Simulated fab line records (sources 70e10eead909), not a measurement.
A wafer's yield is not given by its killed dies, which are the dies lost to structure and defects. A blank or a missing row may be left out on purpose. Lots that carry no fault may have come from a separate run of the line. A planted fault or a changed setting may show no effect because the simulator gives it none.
Matching of chambers -- flow nand_harc -- ald_hk-03 running NHARC_A_CHANNEL_FILL_D1_ALD_14: 4 sister chambers
The step deposits SiO2, target thk 2.5 nm, pulse time 10 s, ald cycles 25. 4 wafers are shown with their chamber, then 8 later ones without.

## WAFERS, EACH WITH ITS CHAMBER
wafer,chamber,heater_power_w (W)
L078.4,3,436
L084.1,2,466
L084.5,1,427
L082.2,0,435

## WAFERS MISSING THEIR CHAMBER
wafer,heater_power_w (W)
L082.4,434
L082.5,467
L089.2,430
L089.4,465
L089.5,467
L090.2,454
L090.4,416
L090.5,468

## WHICH CHAMBER EACH WENT THROUGH
wafer,from the rows above,in truth
L082.4,can't be placed: 0 or 3 or 1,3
L082.5,2,2
L089.2,can't be placed: 1 or 0 or 3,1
L089.4,2,2
L089.5,2,2
L090.2,can't be placed: 2 or 3 or 0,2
L090.4,can't be placed: 1 or 0 or 3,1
L090.5,2,2
Placed correctly: 4 of 8. Can't be placed from these rows: 4 (the true chamber is among the candidates in 4). 0 placed wrongly.
How it was worked out, from the rows above alone: a wafer's distance from a chamber is the root of the sum, over the readings, of the square of ((its reading less the chamber's mean) divided by the reading's scatter). The wafer belongs to the nearest chamber; if the next one is less than 2 further off, it can't be placed. Each chamber's mean is taken over the wafers shown for it. The scatter (one wafer shown for each chamber): square how far every hidden wafer sits from the nearest shown wafer, average those squares and take the square root.
